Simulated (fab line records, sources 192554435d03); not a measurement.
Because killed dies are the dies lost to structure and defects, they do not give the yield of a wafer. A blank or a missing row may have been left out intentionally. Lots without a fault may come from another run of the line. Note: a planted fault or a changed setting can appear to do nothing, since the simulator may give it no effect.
Split-lot experiment + flow n5Finfet + on a route of 1938 steps: 7 lots, 21 wafers read

ABOUT THE SPLIT
At N5_BEOL_M0_CUTY_EXPOSE_54 (exposes mask M0 ABLK), the setting doseMj was moved away from the recipe's 36 on 5 of the 21 wafers read, by -7.1% to +6.2%. All remaining wafers had this setting at the recipe value.

FROM THE SPLIT TO THE READING: what the file shows between them, 2 steps
- N5_BEOL_M0_CUTY_PEB_55: peb time 60 s
- N5_BEOL_M0_CUTY_DEVELOP_56: develop time 30 s

THE READING
cdNm (nm) at N5_BEOL_M0_CUTY_CD_MEAS_57, where the cd target is 200 nm. Typical for fault-free wafers on this fab line: 200.0 nm, with standard deviation 1 nm.

| wafer  | tool, chamber at the split | doseMj as run | against the recipe | cdNm, nm | against lot-mates on the recipe |
|--------|----------------------------|---------------|--------------------|----------|---------------------------------|
| L077.4 | arfiScanner-01, 0          | 36            | recipe             | 200.2    | -                               |
| L077.5 | arfiScanner-01, 0          | 36            | recipe             | 199.8    | -                               |
| L077.6 | arfiScanner-01, 0          | 36            | recipe             | 199.2    | -                               |
| L084.1 | arfiScanner-01, 0          | 36            | recipe             | 200.4    | -                               |
| L084.5 | arfiScanner-01, 0          | 36            | recipe             | 200.2    | -                               |
| L084.6 | arfiScanner-01, 0          | 36            | recipe             | 200.2    | -                               |
| L085.1 | arfiScanner-02, 0          | 33.45         | -7.1%              | 204.3    | +4.5                            |
| L085.3 | arfiScanner-02, 0          | 36            | recipe             | 199.1    | -                               |
| L085.6 | arfiScanner-02, 0          | 36            | recipe             | 200.5    | -                               |
| L087.1 | arfiScanner-02, 0          | 36            | recipe             | 199.3    | -                               |
| L087.3 | arfiScanner-02, 0          | 36            | recipe             | 198.8    | -                               |
| L087.5 | arfiScanner-02, 0          | 36            | recipe             | 199.8    | -                               |
| L090.1 | arfiScanner-03, 0          | 33.91         | -5.8%              | 204.8    | +4.8                            |
| L090.2 | arfiScanner-03, 0          | 36            | recipe             | 200.0    | -                               |
| L090.3 | arfiScanner-03, 0          | 33.91         | -5.8%              | 204.8    | +4.8                            |
| L091.1 | arfiScanner-01, 0          | 36            | recipe             | 199.7    | -                               |
| L091.2 | arfiScanner-01, 0          | 38.23         | +6.2%              | 196.3    | -4.3                            |
| L091.4 | arfiScanner-01, 0          | 36            | recipe             | 201.5    | -                               |
| L093.2 | arfiScanner-03, 0          | 37.41         | +3.9%              | 198.6    | -2.1                            |
| L093.3 | arfiScanner-03, 0          | 36            | recipe             | 200.7    | -                               |
| L093.4 | arfiScanner-03, 0          | 36            | recipe             | 200.7    | -                               |

FIT RESULTS
A straight line over all 21 wafers: cdNm changes by -0.661 nm for each +1% of doseMj; r = -0.94; the points scatter about the line by 0.74 nm.
The same after taking each lot's own level away (the mean of its wafers on the recipe; 21 wafers): -0.711 nm for each +1%; r = -0.97; scatter 0.52 nm.
According to that fit, moving doseMj by its largest amount changes the reading by 5 nm.
Measured against the standard deviation above, the lots' own levels, which go from 199.30 to 200.70 nm, span 1.4 times it.
The two slopes agree, so the slope changes little with the lot-to-lot level.
Check: with one of the wafers moved furthest among these (-7.1%) left out of the fit, the line predicts +5.39 nm for it against its lot-mates. It came out at +4.5 nm against them.

OTHER SPLITS ON THESE WAFERS
Note: prior to the reading, these wafers also went through further splits. Each is held against what the fit with the lots' levels taken away leaves over:
| other split on the same wafers         | wafers away from the commonest value | r with cdNm (lot level and that fit taken away) |
|----------------------------------------|--------------------------------------|-------------------------------------------------|
| N5_SDB_COAT_05 spinRpm                 | 6                                    | +0.22                                           |
| N5_HKMG_FIN_COAT_29 spinRpm            | 8                                    | -0.12                                           |
| N5_GATE_CUT_COAT_27 spinRpm            | 11                                   | -0.12                                           |
| N5_MOL_CONTACT_COAG_SPUTTER_130 powerW | 10                                   | -0.29                                           |
| N5_MOL_CONTACT_COAG_COAT_64 spinRpm    | 7                                    | -0.30                                           |
| N5_BEOL_M0_SAQP_EXPOSE_11 doseMj       | 5                                    | +0.18                                           |
| N5_BEOL_M0_SAQP_MANDREL_ETCH_20 icpW   | 12                                   | -0.19                                           |

THE FILE'S OWN FIT
cdNm changes by -0.688 nm for each +1% of doseMj, r = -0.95.
